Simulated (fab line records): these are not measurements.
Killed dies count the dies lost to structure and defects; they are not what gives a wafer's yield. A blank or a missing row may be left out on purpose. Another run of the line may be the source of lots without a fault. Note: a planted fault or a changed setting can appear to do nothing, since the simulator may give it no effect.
fab line records + flow n5-finfet
[record]
- lots = 6
- wafers = 18
- last-day = 18
route steps=1938 shown BEOL_M3@1009 BEOL_M4@1021 PASSIVATION@1936
lots that met no fault: taken from a fault-free run of the same line
start-h: the number of hours between the record's first day and the start of the first shown wafer of the lot + wait-h: time in hours since the lot's previous step + " as in the row above + L1.1+2: several wafers, shown together as one row + - value missing, or start not given + * or withheld: withheld + < > ~ a bound
route shown NAME@n: names a module that has steps shown in the file, with the first one's number in the route + usual: the fault-free wafers' mean and standard deviation + same: alike in all rows + chamber/n: place in a boat + sites: readings site by site + _std_site: how widely they spread, as a standard deviation + _edge_site: inner sites' mean taken away from outer sites' mean + radius-mm: for every site, how far away it sits from the centre of the wafer + mask NAME#n: copy n + behind: the tool/chamber that last shaped the wafer + hold: reason for holding the lot/hours on hold/outcome of the hold + device: which transistor (n, p or np) failed to switch + end of line: the tests these same wafers got at the end of their route + a step without rows: its recipe alone + killed: at the first sort, the dies lost to defects and structure; wafer yield is something else + map: the dies of a wafer, with x for killed, . for not killed, _ for no die there
set.NAME: setting as actually run; set.NAME@STEP: the setting as run at that earlier step + model.NAME: the simulator's own value behind a step, which no gauge read
lots at some steps of the route; a table a step, a row a wafer
services: a tool's chamber out of use, with start hour (start-h, from the record's first day; less than 0 if before it), hours out, and reason
[[steps]]
[step N5_BEOL_M3_ANNEAL_95]
[recipe]
- temp-c = 400
- time-s = 240
- ambient = vacuum
[usual]
- heater-power-w = 794/53
| lot.wafer | tool           | chamber | start-h | wait-h | heater-power-w |
|-----------|----------------|---------|---------|--------|----------------|
| L207.1    | pvd-sputter-03 | -       | 177.36  | 0.0    | 846            |
| L207.4    | "              | -       | "       | "      | 777            |
| L207.6    | "              | -       | "       | "      | 804            |
| L212.1    | pvd-sputter-02 | -       | 192.50  | 0.0    | 750            |
| L212.3    | "              | -       | "       | "      | 882            |
| L212.6    | "              | -       | "       | "      | 764            |
| L218.2    | pvd-sputter-01 | -       | 240.31  | 0.0    | 751            |
| L218.3    | "              | -       | "       | "      | 855            |
| L218.5    | "              | -       | "       | "      | 835            |
| L219.4    | pvd-sputter-03 | -       | 244.33  | 0.0    | 825            |
| L219.5    | "              | -       | "       | "      | 849            |
| L219.6    | "              | -       | "       | "      | 720            |
| L226.1    | pvd-sputter-03 | -       | 295.86  | 0.0    | 833            |
| L226.4    | "              | -       | "       | "      | 744            |
| L226.5    | "              | -       | "       | "      | 852            |
| L228.1    | pvd-sputter-02 | -       | 307.78  | 0.0    | 765            |
| L228.2    | "              | -       | "       | "      | 906            |
| L228.3    | "              | -       | "       | "      | 738            |
[step N5_BEOL_M3_SPUTTER_96]
[recipe]
- material = Cu
- target-thk-a = 45
- temp-c = -20
- chamber-pressure-pa = 0.07
- power-w = withheld
- time-s = 8.29
[usual]
- chuck-gas-flow-sccm = 1.26/0.052
- throttle-valve-pct = 30.8/0.87
| lot.wafer | tool           | chamber | start-h | wait-h | chuck-gas-flow-sccm | throttle-valve-pct |
|-----------|----------------|---------|---------|--------|---------------------|--------------------|
| L207.1    | pvd-sputter-03 | -       | 177.50  | 0.1    | 1.25                | 31.6               |
| L207.4    | "              | -       | "       | "      | 1.18                | 30.4               |
| L207.6    | "              | -       | "       | "      | 1.29                | 30.6               |
| L212.1    | pvd-sputter-02 | -       | 192.64  | 0.1    | 1.27                | 29.8               |
| L212.3    | "              | -       | "       | "      | 1.25                | 31.3               |
| L212.6    | "              | -       | "       | "      | 1.37                | 32.2               |
| L218.2    | pvd-sputter-01 | -       | 240.45  | 0.1    | 1.22                | 30.5               |
| L218.3    | "              | -       | "       | "      | 1.30                | 29.7               |
| L218.5    | "              | -       | "       | "      | 1.35                | 29.7               |
| L219.4    | pvd-sputter-03 | -       | 244.47  | 0.1    | 1.33                | 32.0               |
| L219.5    | "              | -       | "       | "      | 1.20                | 31.9               |
| L219.6    | "              | -       | "       | "      | 1.23                | 30.4               |
| L226.1    | pvd-sputter-03 | -       | 296.00  | 0.1    | 1.22                | 31.6               |
| L226.4    | "              | -       | "       | "      | 1.20                | 30.5               |
| L226.5    | "              | -       | "       | "      | 1.26                | 31.3               |
| L228.1    | pvd-sputter-02 | -       | 307.92  | 0.1    | 1.19                | 32.7               |
| L228.2    | "              | -       | "       | "      | 1.30                | 31.3               |
| L228.3    | "              | -       | "       | "      | 1.32                | 29.6               |
[step N5_BEOL_M3_ECD_50]
[recipe]
- material = Cu
- target-thk-a = 3000
[step N5_BEOL_M3_ANNEAL_51]
[recipe]
- temp-c = 225
- time-s = 90
- ambient = N2
[usual]
- wafer_temp_C_max = 226.3/0.69
| lot.wafer | tool          | chamber | start-h | wait-h | wafer_temp_C_max |
|-----------|---------------|---------|---------|--------|------------------|
| L207.1    | rtp-anneal-01 | 0       | 177.70  | 0.1    | 227.4            |
| L207.4    | "             | 0       | "       | "      | 226.8            |
| L207.6    | "             | 0       | "       | "      | 226.5            |
| L212.1    | rtp-anneal-01 | 0       | 192.84  | 0.1    | 226.6            |
| L212.3    | "             | 0       | "       | "      | 227.0            |
| L212.6    | "             | 0       | "       | "      | 226.5            |
| L218.2    | rtp-anneal-02 | 0       | 240.69  | 0.1    | 225.3            |
| L218.3    | "             | 0       | "       | "      | 225.7            |
| L218.5    | "             | 0       | "       | "      | 225.3            |
| L219.4    | rtp-anneal-02 | 0       | 244.80  | 0.2    | 225.9            |
| L219.5    | "             | 0       | "       | "      | 225.6            |
| L219.6    | "             | 0       | "       | "      | 225.6            |
| L226.1    | rtp-anneal-01 | 0       | 296.19  | 0.1    | 226.7            |
| L226.4    | "             | 0       | "       | "      | 227.4            |
| L226.5    | "             | 0       | "       | "      | 227.2            |
| L228.1    | rtp-anneal-02 | 0       | 308.11  | 0.1    | 225.7            |
| L228.2    | "             | 0       | "       | "      | 225.8            |
| L228.3    | "             | 0       | "       | "      | 225.7            |
[step N5_BEOL_M3_CMP_52]
[recipe]
- stop-on = SiOC
- t-overpolish-s = 6.8
- down-force-psi = 1
- platen-rpm = 50
- clearing-platen-down-force-psi = 1.5
- clearing-platen-rpm = 50
- post-cmp-clean = cu-alkaline
- target-thk-nm = 40
- clearing-platen-pad-velocity-m-s = 0.99484
- pad-velocity-m-s = 0.99484
[step N5_BEOL_M3_THK_MEAS_53]
[recipe]
- thk-meas-gauge = xrf
- reads = Cu_of_BEOL_M3_ECD_50
[usual]
- M3_THK = 40.8/1.7
| lot.wafer | tool          | chamber | start-h | wait-h | M3_THK[nm] |
|-----------|---------------|---------|---------|--------|------------|
| L207.1    | film-metro-02 | -       | 178.29  | -      | 42.0       |
| L207.4    | "             | -       | "       | "      | 41.0       |
| L207.6    | "             | -       | "       | "      | 42.5       |
| L212.1    | film-metro-01 | -       | 193.93  | -      | 40.2       |
| L212.3    | "             | -       | "       | "      | 40.5       |
| L212.6    | "             | -       | "       | "      | 41.7       |
| L218.2    | film-metro-02 | -       | 241.25  | -      | 40.1       |
| L218.3    | "             | -       | "       | "      | 39.6       |
| L218.5    | "             | -       | "       | "      | 41.4       |
| L219.4    | film-metro-02 | -       | 245.30  | -      | 41.6       |
| L219.5    | "             | -       | "       | "      | 39.2       |
| L219.6    | "             | -       | "       | "      | 41.3       |
| L226.1    | film-metro-01 | -       | 297.01  | -      | 40.5       |
| L226.4    | "             | -       | "       | "      | 42.4       |
| L226.5    | "             | -       | "       | "      | 41.4       |
| L228.1    | film-metro-01 | -       | 308.70  | -      | 39.8       |
| L228.2    | "             | -       | "       | "      | 38.3       |
| L228.3    | "             | -       | "       | "      | 38.1       |
[step N5_BEOL_M3_PRE_CLEAN_60]
[recipe]
- gas = NH3/H2
- time-s = 15
- temp-c = *
- rf-power-w = 300
[usual]
- heater-power-w = 82/21
| lot.wafer | tool      | chamber | start-h | wait-h | heater-power-w |
|-----------|-----------|---------|---------|--------|----------------|
| L207.1    | cvd-co-02 | 0       | 178.33  | 0.0    | 71             |
| L207.4    | "         | 1       | "       | "      | 113            |
| L207.6    | "         | 0       | "       | "      | 72             |
| L212.1    | cvd-co-02 | 1       | 193.97  | 0.0    | 112            |
| L212.3    | "         | 2       | "       | "      | 48             |
| L212.6    | "         | 2       | "       | "      | 48             |
| L218.2    | cvd-co-02 | 0       | 241.29  | 0.0    | 69             |
| L218.3    | "         | 2       | "       | "      | 48             |
| L218.5    | "         | 1       | "       | "      | 111            |
| L219.4    | cvd-co-01 | 1       | 245.35  | 0.1    | 86             |
| L219.5    | "         | 2       | "       | "      | 95             |
| L219.6    | "         | 0       | "       | "      | 83             |
| L226.1    | cvd-co-02 | 0       | 297.04  | 0.0    | 71             |
| L226.4    | "         | 1       | "       | "      | 114            |
| L226.5    | "         | 2       | "       | "      | 48             |
| L228.1    | cvd-co-02 | 2       | 308.74  | 0.0    | 51             |
| L228.2    | "         | 1       | "       | "      | 114            |
| L228.3    | "         | 0       | "       | "      | 71             |
[step N5_BEOL_M3_CO_CAP_55]
[recipe]
- material = Co
- target-thk-a = 20
- temp-c = 200
- precursor = CCTBA/H2
- pressure-torr = 30
- time-s = 102.1
[usual]
- heater-power-w = 232/27
| lot.wafer | tool      | chamber | start-h | wait-h | heater-power-w |
|-----------|-----------|---------|---------|--------|----------------|
| L207.1    | cvd-co-02 | 0       | 178.37  | 0.0    | 213            |
| L207.4    | "         | 1       | "       | "      | 272            |
| L207.6    | "         | 0       | "       | "      | 217            |
| L212.1    | cvd-co-02 | 1       | 194.01  | 0.0    | 273            |
| L212.3    | "         | 2       | "       | "      | 196            |
| L212.6    | "         | 2       | "       | "      | 190            |
| L218.2    | cvd-co-02 | 0       | 241.33  | 0.0    | 216            |
| L218.3    | "         | 2       | "       | "      | 191            |
| L218.5    | "         | 1       | "       | "      | 276            |
| L219.4    | cvd-co-01 | 1       | 245.41  | 0.0    | 237            |
| L219.5    | "         | 2       | "       | "      | 246            |
| L219.6    | "         | 0       | "       | "      | 238            |
| L226.1    | cvd-co-02 | 0       | 297.08  | 0.0    | 212            |
| L226.4    | "         | 1       | "       | "      | 271            |
| L226.5    | "         | 2       | "       | "      | 188            |
| L228.1    | cvd-co-02 | 2       | 308.78  | 0.0    | 188            |
| L228.2    | "         | 1       | "       | "      | 276            |
| L228.3    | "         | 0       | "       | "      | 214            |
[step N5_BEOL_M3_PRE_CLEAN_56]
[recipe]
- gas = NH3
- time-s = 15
- temp-c = withheld
- rf-power-w = 300
[step N5_BEOL_M3_DEP_57]
[recipe]
- material = SiCN
- target-thk-a = 80
- temp-c = withheld
- precursor = 3MS/NH3
- pressure-torr = 3
- rf-w = 202
- time-s = 14
[step N5_BEOL_M3_RS_MEAS_58]
[recipe]
- thk-meas-gauge = four-point-probe
- reads = Co_of_BEOL_M3_CO_CAP_55+Cu_of_BEOL_M3_ECD_50+Co_of_BEOL_M3_CVD_47+TaN_of_BEOL_M3_ALD_84
[usual]
- M3_RS = 0.66/0.036
| lot.wafer | tool          | chamber | start-h | wait-h | M3_RS[ohm/sq] |
|-----------|---------------|---------|---------|--------|---------------|
| L207.1    | film-metro-02 | -       | 178.55  | 0.0    | 0.64          |
| L207.4    | "             | -       | "       | "      | 0.65          |
| L207.6    | "             | -       | "       | "      | 0.62          |
| L212.1    | film-metro-01 | -       | 194.19  | 0.0    | 0.67          |
| L212.3    | "             | -       | "       | "      | 0.67          |
| L212.6    | "             | -       | "       | "      | 0.64          |
| L218.2    | film-metro-01 | -       | 241.51  | 0.1    | 0.68          |
| L218.3    | "             | -       | "       | "      | 0.68          |
| L218.5    | "             | -       | "       | "      | 0.65          |
| L219.4    | film-metro-01 | -       | 245.56  | 0.0    | 0.65          |
| L219.5    | "             | -       | "       | "      | 0.71          |
| L219.6    | "             | -       | "       | "      | 0.65          |
| L226.1    | film-metro-02 | -       | 297.30  | 0.1    | 0.67          |
| L226.4    | "             | -       | "       | "      | 0.63          |
| L226.5    | "             | -       | "       | "      | 0.65          |
| L228.1    | film-metro-02 | -       | 308.96  | 0.0    | 0.67          |
| L228.2    | "             | -       | "       | "      | 0.71          |
| L228.3    | "             | -       | "       | "      | 0.71          |
[step N5_BEOL_M3_INSPECT_59]
[recipe]
- inspect-instrument = darkfield
- mode = post-dep
[usual]
- raw-defect-count = 69/23
| lot.wafer | tool              | chamber | start-h | wait-h | raw-defect-count |
|-----------|-------------------|---------|---------|--------|------------------|
| L207.1    | defect-inspect-01 | -       | 178.58  | 0.0    | 66               |
| L207.4    | "                 | -       | "       | "      | 57               |
| L207.6    | "                 | -       | "       | "      | 71               |
| L212.1    | defect-inspect-02 | -       | 194.22  | 0.0    | 37               |
| L212.3    | "                 | -       | "       | "      | 95               |
| L212.6    | "                 | -       | "       | "      | 79               |
| L218.2    | defect-inspect-02 | -       | 241.54  | 0.0    | 49               |
| L218.3    | "                 | -       | "       | "      | 39               |
| L218.5    | "                 | -       | "       | "      | 66               |
| L219.4    | defect-inspect-01 | -       | 245.58  | 0.0    | 50               |
| L219.5    | "                 | -       | "       | "      | 41               |
| L219.6    | "                 | -       | "       | "      | 27               |
| L226.1    | defect-inspect-02 | -       | 297.32  | 0.0    | 94               |
| L226.4    | "                 | -       | "       | "      | 75               |
| L226.5    | "                 | -       | "       | "      | 61               |
| L228.1    | defect-inspect-01 | -       | 308.99  | 0.0    | 92               |
| L228.2    | "                 | -       | "       | "      | 86               |
| L228.3    | "                 | -       | "       | "      | 66               |
[step N5_BEOL_M4_ILD_DEP_00]
[recipe]
- material = SiOC
- target-thk-a = 790
- temp-c = 350
- precursor = DEMS/O2
- pressure-torr = 5
- rf-w = 500
- time-s = 15.3
[usual]
- heater-power-w = 472/59
- showerhead-plenum-p-Torr = 5.702/0.014
- susceptor-temp-C = 350.00/0.24
- throttle-valve-pct = 11.7/0.74
| lot.wafer | tool     | chamber | start-h | wait-h | heater-power-w | showerhead-plenum-p-Torr | susceptor-temp-C | throttle-valve-pct |
|-----------|----------|---------|---------|--------|----------------|--------------------------|------------------|--------------------|
| L207.1    | pecvd-02 | 1       | 178.62  | 0.0    | 458            | 5.706                    | 350.02           | 12.4               |
| L207.4    | "        | 0       | "       | "      | 399            | 5.677                    | 350.02           | 11.7               |
| L207.6    | "        | 1       | "       | "      | 474            | 5.714                    | 349.59           | 12.4               |
| L212.1    | pecvd-04 | 1       | 194.26  | 0.0    | 500            | 5.725                    | 349.83           | 11.7               |
| L212.3    | "        | 0       | "       | "      | 556            | 5.687                    | 350.09           | 12.4               |
| L212.6    | "        | 1       | "       | "      | 512            | 5.712                    | 350.00           | 11.7               |
| L218.2    | pecvd-04 | 1       | 241.58  | 0.0    | 523            | 5.711                    | 345.78           | 12.0               |
| L218.3    | "        | 0       | "       | "      | 563            | 5.697                    | 346.01           | 12.4               |
| L218.5    | "        | 0       | "       | "      | 557            | 5.691                    | 345.78           | 12.2               |
| L219.4    | pecvd-04 | 0       | 245.64  | 0.1    | 560            | 5.702                    | 345.40           | 12.3               |
| L219.5    | "        | 2       | "       | "      | 466            | 5.701                    | 345.59           | 10.5               |
| L219.6    | "        | 1       | "       | "      | 510            | 5.700                    | 345.89           | 12.0               |
| L226.1    | pecvd-02 | 1       | 297.36  | 0.0    | 408            | 5.702                    | 349.66           | 12.5               |
| L226.4    | "        | 0       | "       | "      | 415            | 5.687                    | 350.23           | 11.6               |
| L226.5    | "        | 1       | "       | "      | 394            | 5.724                    | 349.71           | 12.4               |
| L228.1    | pecvd-03 | 1       | 309.03  | 0.0    | 519            | 5.722                    | 349.75           | 12.3               |
| L228.2    | "        | 0       | "       | "      | 453            | 5.692                    | 350.30           | 12.4               |
| L228.3    | "        | 2       | "       | "      | 482            | 5.706                    | 349.51           | 11.7               |
[step N5_BEOL_M4_THK_MEAS_01]
[recipe]
- reads = SiOC_of_BEOL_M4_ILD_DEP_00
[usual]
- M4_ILD_THK = 79.5/1
| lot.wafer | tool          | chamber | start-h | wait-h | M4_ILD_THK[nm] |
|-----------|---------------|---------|---------|--------|----------------|
| L207.1    | film-metro-02 | -       | 178.68  | 0.0    | 78.3           |
| L207.4    | "             | -       | "       | "      | 79.6           |
| L207.6    | "             | -       | "       | "      | 81.0           |
| L212.1    | film-metro-02 | -       | 194.32  | 0.0    | 78.8           |
| L212.3    | "             | -       | "       | "      | 78.5           |
| L212.6    | "             | -       | "       | "      | 80.4           |
| L218.2    | film-metro-01 | -       | 241.64  | 0.1    | 80.5           |
| L218.3    | "             | -       | "       | "      | 79.0           |
| L218.5    | "             | -       | "       | "      | 80.6           |
| L219.4    | film-metro-02 | -       | 245.69  | 0.0    | 81.6           |
| L219.5    | "             | -       | "       | "      | 81.4           |
| L219.6    | "             | -       | "       | "      | 82.6           |
| L226.1    | film-metro-02 | -       | 297.43  | 0.0    | 79.3           |
| L226.4    | "             | -       | "       | "      | 80.6           |
| L226.5    | "             | -       | "       | "      | 80.5           |
| L228.1    | film-metro-02 | -       | 309.09  | 0.0    | 78.0           |
| L228.2    | "             | -       | "       | "      | 78.0           |
| L228.3    | "             | -       | "       | "      | 78.6           |
[step N5_BEOL_M4_RC_MEAS_101]
[usual]
- DIBL_N = 36.0/1.7
- DIBL_P = 36.2/2.3
- IOFF_N = 0.16/0.03
- IOFF_P = 0.21/0.036
- ION_N = 679/11
- ION_P = 465/7.1
- SS_N = 71.4/0.58
- SS_P = 73.3/0.75
- VT_N = 249/3.1
- VT_P = -251/3.5
| lot.wafer | tool      | chamber | start-h | wait-h | DIBL_N[mV/V] | DIBL_P[mV/V] | IOFF_N[nA/um] | IOFF_P[nA/um] | ION_N[uA/um] | ION_P[uA/um] | SS_N[mV/dec] | SS_P[mV/dec] | VT_N[mV] | VT_P[mV] |
|-----------|-----------|---------|---------|--------|--------------|--------------|---------------|---------------|--------------|--------------|--------------|--------------|----------|----------|
| L207.1    | prober-01 | 0       | 189.08  | 0.0    | 33.8         | 33.3         | 0.13          | 0.17          | 673          | 462          | 70.6         | 72.4         | 253      | -251     |
| L207.4    | "         | 0       | "       | "      | 35.8         | 36.5         | 0.18          | 0.23          | 692          | 472          | 70.8         | 73.1         | 246      | -248     |
| L207.6    | "         | 0       | "       | "      | 33.3         | 32.1         | 0.12          | 0.17          | 662          | 449          | 70.9         | 72.0         | 253      | -256     |
| L212.1    | prober-02 | 0       | 207.12  | 0.4    | 36.4         | 36.9         | 0.16          | 0.22          | 685          | 470          | 72.0         | 73.4         | 249      | -249     |
| L212.3    | "         | 0       | "       | "      | 34.6         | 35.0         | 0.14          | 0.20          | 674          | 464          | 71.0         | 73.2         | 252      | -252     |
| L212.6    | "         | 0       | "       | "      | 35.5         | 36.3         | 0.16          | 0.22          | 687          | 477          | 71.2         | 74.2         | 249      | -247     |
| L218.2    | prober-01 | 0       | 251.80  | 0.4    | 36.0         | 36.0         | 0.14          | 0.23          | 669          | 470          | 71.0         | 73.3         | 253      | -246     |
| L218.3    | "         | 0       | "       | "      | 37.7         | 37.5         | 0.17          | 0.26          | 682          | 476          | 71.8         | 73.5         | 247      | -248     |
| L218.5    | "         | 0       | "       | "      | 35.0         | 34.6         | 0.12          | 0.20          | 667          | 465          | 71.1         | 72.8         | 254      | -250     |
| L219.4    | prober-02 | 0       | 257.34  | 0.5    | 34.4         | 33.0         | 0.13          | 0.21          | 679          | 472          | 70.7         | 72.8         | 247      | -245     |
| L219.5    | "         | 0       | "       | "      | 37.9         | 38.2         | 0.19          | 0.29          | 699          | 485          | 71.2         | 73.8         | 245      | -242     |
| L219.6    | "         | 0       | "       | "      | 39.0         | 38.8         | 0.20          | 0.30          | 692          | 477          | 71.8         | 74.0         | 247      | -243     |
| L226.1    | prober-02 | 0       | 306.53  | 0.0    | 37.9         | 39.8         | 0.21          | 0.26          | 695          | 467          | 71.0         | 75.0         | 244      | -248     |
| L226.4    | "         | 0       | "       | "      | 34.9         | 35.3         | 0.13          | 0.19          | 668          | 465          | 71.4         | 72.7         | 254      | -250     |
| L226.5    | "         | 0       | "       | "      | 34.8         | 34.9         | 0.13          | 0.17          | 671          | 462          | 71.1         | 73.1         | 252      | -255     |
| L228.1    | prober-02 | 0       | 320.85  | 0.0    | 40.9         | 42.9         | 0.25          | 0.31          | 697          | 469          | 72.0         | 74.5         | 242      | -244     |
| L228.2    | "         | 0       | "       | "      | 34.9         | 37.2         | 0.15          | 0.21          | 676          | 467          | 71.2         | 72.6         | 250      | -249     |
| L228.3    | "         | 0       | "       | "      | 34.0         | 35.8         | 0.13          | 0.17          | 665          | 456          | 70.7         | 72.6         | 254      | -252     |
[step N5_PASSIVATION_PROBE_49]
[usual]
- defect-limited-yield = 91.3/1.5
- killed_at_M0_to_M3 = 31/11
- killed_at_M4_up = 14/5.1
- killed-at-contacts = 12/5.6
- killed-at-front-end = 42/12
- killed-at-other = 3.8/2.9
- killed-dies = 103/18
- killed-open = 67/14
- killed-short = 33/8
- sort_bin_5_function = 5.1/1
- sort_bin_6_memory = 3.2/0.75
- sort-n-pass = 1077/18
- sort-yield-pct = 91.3/1.5
[same]
- gross-dies = 1180
- killed-at-back-side = 0
- sort_bin_4_leakage[%] = 0
- sort_bin_8_speed[%] = 0
| lot.wafer | tool      | chamber | start-h | wait-h | defect-limited-yield[%] | killed_at_M0_to_M3 | killed_at_M4_up | killed-at-contacts | killed-at-front-end | killed-at-other | killed-dies | killed-open | killed-short | sort_bin_5_function[%] | sort_bin_6_memory[%] | sort-n-pass | sort-yield-pct[%] |
|-----------|-----------|---------|---------|--------|-------------------------|--------------------|-----------------|--------------------|---------------------|-----------------|-------------|-------------|--------------|------------------------|----------------------|-------------|-------------------|
| L207.1    | prober-02 | -       | 291.86  | 0.8    | 93.9                    | 20                 | 8               | 10                 | 34                  | 0               | 72          | 46          | 24           | 3.8                    | 2.2                  | 1108        | 93.9              |
| L207.4    | prober-02 | -       | 292.01  | 1.0    | 92.0                    | 29                 | 6               | 12                 | 43                  | 4               | 94          | 64          | 30           | 4.4                    | 3.5                  | 1086        | 92.0              |
| L207.6    | prober-02 | -       | 292.11  | 1.1    | 91.6                    | 37                 | 11              | 19                 | 28                  | 4               | 99          | 63          | 35           | 5.4                    | 2.6                  | 1081        | 91.6              |
| L226.1    | prober-01 | -       | 407.35  | 0.0    | 88.4                    | 50                 | 13              | 18                 | 51                  | 5               | 137         | 98          | 38           | 6.2                    | 5.2                  | 1043        | 88.4              |
| L226.4    | prober-01 | -       | 407.50  | 0.2    | 89.0                    | 48                 | 17              | 20                 | 44                  | 1               | 130         | 83          | 47           | 6.9                    | 3.7                  | 1050        | 89.0              |
| L226.5    | prober-01 | -       | 407.55  | 0.2    | 89.9                    | 36                 | 17              | 23                 | 41                  | 2               | 119         | 81          | 36           | 6.6                    | 3.4                  | 1061        | 89.9              |
// killed by level:class
L207.1 BEOL_M0_SAQP:geometric-particle:short=9 MOL_CONTACT_COAG:geometric-particle:open=7 BEOL_M0_SAQP:geometric-particle:open=7 STARTING-WAFER:geometric-particle:open=6 DUMMY_GATE:geometric-particle:open=4 ILD0:geometric-particle:short=4 ILD0:geometric-particle:open=4 BEOL_M8:geometric-particle:open=4
L207.4 BEOL_M0_SAQP:geometric-particle:open=13 FIN_SAQP:geometric-particle:open=11 MOL_CONTACT_COAG:geometric-particle:open=10 STI_FIN_REVEAL:geometric-particle:open=9 BEOL_M0_SAQP:geometric-particle:short=7 ILD0:geometric-particle:open=4 STARTING-WAFER:geometric-particle:short=4 FIN_SAQP:geometric-particle:short=3
L207.6 MOL_CONTACT_COAG:geometric-particle:open=15 BEOL_M2:geometric-particle:open=9 BEOL_M0_SAQP:geometric-particle:short=9 BEOL_M0_SAQP:geometric-particle:open=6 BEOL_M4:geometric-particle:open=5 FIN_SAQP:geometric-particle:open=4 STI_FIN_REVEAL:geometric-particle:open=4 GATE_CUT:geometric-particle:short=4
L226.1 FIN_SAQP:geometric-particle:open=25 MOL_CONTACT_COAG:geometric-particle:open=14 BEOL_M2:geometric-particle:open=12 BEOL_M0_SAQP:geometric-particle:open=11 BEOL_M0_SAQP:geometric-particle:short=11 FIN_SAQP:geometric-particle:short=9 BEOL_M3:geometric-particle:open=6 BEOL_M1:geometric-particle:open=5
L226.4 BEOL_M2:geometric-particle:open=18 FIN_SAQP:geometric-particle:open=16 FIN_SAQP:geometric-particle:short=15 MOL_CONTACT_COAG:geometric-particle:open=13 BEOL_M2:geometric-particle:short=9 MOL_CONTACT_COAG:geometric-particle:short=7 BEOL_M0_SAQP:geometric-particle:open=6 BEOL_M1:geometric-particle:open=6
L226.5 MOL_CONTACT_COAG:geometric-particle:open=18 FIN_SAQP:geometric-particle:open=11 BEOL_M2:geometric-particle:open=11 FIN_SAQP:geometric-particle:short=9 BEOL_M0_SAQP:geometric-particle:short=7 DUMMY_GATE:geometric-particle:open=6 MOL_CONTACT_COAG:geometric-particle:short=5 BEOL_M0_SAQP:geometric-particle:open=5
[[services]]
| tool      | chamber | start-h | hours | kind           |
|-----------|---------|---------|-------|----------------|
| pecvd-03  | 1       | 184.01  | 5.0   | scheduled-down |
| cvd-co-02 | -       | 192.37  | 1.5   | repair         |
| cvd-co-02 | -       | 224.41  | 0.3   | repair         |
| pecvd-02  | 0       | 226.37  | 5.5   | scheduled-down |
| pecvd-02  | 0       | 233.12  | 2.1   | scheduled-down |
| cvd-co-01 | 2       | 285.19  | 1.8   | repair         |
| pecvd-04  | 1       | 287.77  | 1.9   | repair         |
| pecvd-04  | 2       | 296.36  | 2.1   | scheduled-down |
| cvd-co-01 | 0       | 301.66  | 3.4   | repair         |
[[key]]
[first-sign]
- step = N5_BEOL_M4_ILD_DEP_00
- reading = susceptor-temp-C
- direction = down
- sigmas = 18
- usual = *
- struck = *
effect none on later readings
met-at N5_BEOL_M4_ILD_DEP_00
struck-wafers L218.2,L218.3,L218.5,L219.4,L219.5,L219.6
rows-end L218.2,L218.3,L218.5,L219.4,L219.5,L219.6
onset-between 194.26 241.58
[fault]
- kind = process-parameter-drift
- tool = pecvd-04
- chamber = -
- onset-h = 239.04
- steps = N5_BEOL_M4_ILD_DEP_00
- channel = temp-c
- offset = *
- shape = step
- acts-in = *
- stated = *
// rows-end: these wafers met a further fault down the route, and their rows from its step on are left out
